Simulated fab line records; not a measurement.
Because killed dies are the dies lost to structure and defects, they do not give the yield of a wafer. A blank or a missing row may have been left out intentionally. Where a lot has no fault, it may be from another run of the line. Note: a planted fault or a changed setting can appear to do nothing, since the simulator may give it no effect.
Matching of chambers / flow nand_harc / rie_diel-06 running NHARC_P_CONTACT_ETCH_35: 4 sister chambers
The step etches the open film in CF4, target depth 39 nm, time 65 s. 18 wafers are shown with their chamber, then 9 later ones without.

WAFERS, EACH WITH ITS CHAMBER
wafer=L308.1; chamber=2; drypump_motor_current_A (A)=5.1; showerhead_plenum_p_Torr (Torr)=1.78; throttle_valve_pct (%)=13.277
wafer=L308.4; chamber=3; drypump_motor_current_A (A)=6.0; showerhead_plenum_p_Torr (Torr)=1.72; throttle_valve_pct (%)=13.283
wafer=L308.5; chamber=2; drypump_motor_current_A (A)=5.1; showerhead_plenum_p_Torr (Torr)=1.77; throttle_valve_pct (%)=13.280
wafer=L310.1; chamber=3; drypump_motor_current_A (A)=6.0; showerhead_plenum_p_Torr (Torr)=1.72; throttle_valve_pct (%)=13.283
wafer=L310.2; chamber=0; drypump_motor_current_A (A)=5.8; showerhead_plenum_p_Torr (Torr)=1.73; throttle_valve_pct (%)=13.283
wafer=L310.6; chamber=3; drypump_motor_current_A (A)=6.0; showerhead_plenum_p_Torr (Torr)=1.72; throttle_valve_pct (%)=13.281
wafer=L314.1; chamber=3; drypump_motor_current_A (A)=6.0; showerhead_plenum_p_Torr (Torr)=1.71; throttle_valve_pct (%)=13.270
wafer=L314.2; chamber=0; drypump_motor_current_A (A)=5.8; showerhead_plenum_p_Torr (Torr)=1.73; throttle_valve_pct (%)=13.268
wafer=L314.3; chamber=2; drypump_motor_current_A (A)=5.1; showerhead_plenum_p_Torr (Torr)=1.77; throttle_valve_pct (%)=13.293
wafer=L316.2; chamber=0; drypump_motor_current_A (A)=5.8; showerhead_plenum_p_Torr (Torr)=1.73; throttle_valve_pct (%)=13.280
wafer=L316.3; chamber=3; drypump_motor_current_A (A)=6.0; showerhead_plenum_p_Torr (Torr)=1.71; throttle_valve_pct (%)=13.282
wafer=L316.6; chamber=3; drypump_motor_current_A (A)=6.0; showerhead_plenum_p_Torr (Torr)=1.71; throttle_valve_pct (%)=13.287
wafer=L315.1; chamber=3; drypump_motor_current_A (A)=6.0; showerhead_plenum_p_Torr (Torr)=1.71; throttle_valve_pct (%)=13.289
wafer=L315.4; chamber=0; drypump_motor_current_A (A)=5.8; showerhead_plenum_p_Torr (Torr)=1.73; throttle_valve_pct (%)=13.289
wafer=L315.6; chamber=3; drypump_motor_current_A (A)=6.0; showerhead_plenum_p_Torr (Torr)=1.71; throttle_valve_pct (%)=13.298
wafer=L320.1; chamber=1; drypump_motor_current_A (A)=6.0; showerhead_plenum_p_Torr (Torr)=1.77; throttle_valve_pct (%)=13.298
wafer=L320.2; chamber=2; drypump_motor_current_A (A)=5.1; showerhead_plenum_p_Torr (Torr)=1.77; throttle_valve_pct (%)=13.292
wafer=L320.4; chamber=0; drypump_motor_current_A (A)=5.7; showerhead_plenum_p_Torr (Torr)=1.73; throttle_valve_pct (%)=13.284

SIGNATURES (means of the wafers above)
reading=drypump_motor_current_A; chamber 0=5.780; chamber 1=6.000; chamber 2=5.100; chamber 3=6.000; scatter within a chamber=0.0239
reading=showerhead_plenum_p_Torr; chamber 0=1.7300; chamber 1=1.7700; chamber 2=1.7725; chamber 3=1.7137; scatter within a chamber=0.00433
reading=throttle_valve_pct; chamber 0=13.28080; chamber 1=13.29800; chamber 2=13.28550; chamber 3=13.28412; scatter within a chamber=0.00797
Rule: for each reading, subtract the chamber's mean from the wafer's reading, divide by that reading's scatter and square the result; add these up over the readings and take the root, which gives the wafer's distance from the chamber. If the next closest chamber is less than 2 further off than the closest, the wafer can't be placed; otherwise it belongs to the closest. The scatter: take each reading less its chamber's mean, square it, sum over the shown wafers, divide by the number of wafers less the number of chambers, and take the root.

WAFERS WITHOUT THEIR CHAMBER
wafer=L321.1; drypump_motor_current_A (A)=6.0; showerhead_plenum_p_Torr (Torr)=1.77; throttle_valve_pct (%)=13.290
wafer=L321.4; drypump_motor_current_A (A)=5.8; showerhead_plenum_p_Torr (Torr)=1.73; throttle_valve_pct (%)=13.286
wafer=L321.5; drypump_motor_current_A (A)=6.0; showerhead_plenum_p_Torr (Torr)=1.77; throttle_valve_pct (%)=13.288
wafer=L323.1; drypump_motor_current_A (A)=6.0; showerhead_plenum_p_Torr (Torr)=1.71; throttle_valve_pct (%)=13.276
wafer=L323.4; drypump_motor_current_A (A)=5.8; showerhead_plenum_p_Torr (Torr)=1.73; throttle_valve_pct (%)=13.275
wafer=L323.5; drypump_motor_current_A (A)=6.0; showerhead_plenum_p_Torr (Torr)=1.71; throttle_valve_pct (%)=13.304
wafer=L325.2; drypump_motor_current_A (A)=6.1; showerhead_plenum_p_Torr (Torr)=1.77; throttle_valve_pct (%)=13.291
wafer=L325.4; drypump_motor_current_A (A)=6.0; showerhead_plenum_p_Torr (Torr)=1.77; throttle_valve_pct (%)=13.289
wafer=L325.6; drypump_motor_current_A (A)=6.0; showerhead_plenum_p_Torr (Torr)=1.71; throttle_valve_pct (%)=13.294

CHAMBER TAKEN BY EACH
wafer=L321.1; from the rows above=1; in truth=1
wafer=L321.4; from the rows above=0; in truth=0
wafer=L321.5; from the rows above=1; in truth=1
wafer=L323.1; from the rows above=3; in truth=3
wafer=L323.4; from the rows above=0; in truth=0
wafer=L323.5; from the rows above=3; in truth=3
wafer=L325.2; from the rows above=1; in truth=1
wafer=L325.4; from the rows above=1; in truth=1
wafer=L325.6; from the rows above=3; in truth=3
Correct placement for 9 of the 9. Not placeable from these rows: 0. Placed wrongly: 0.
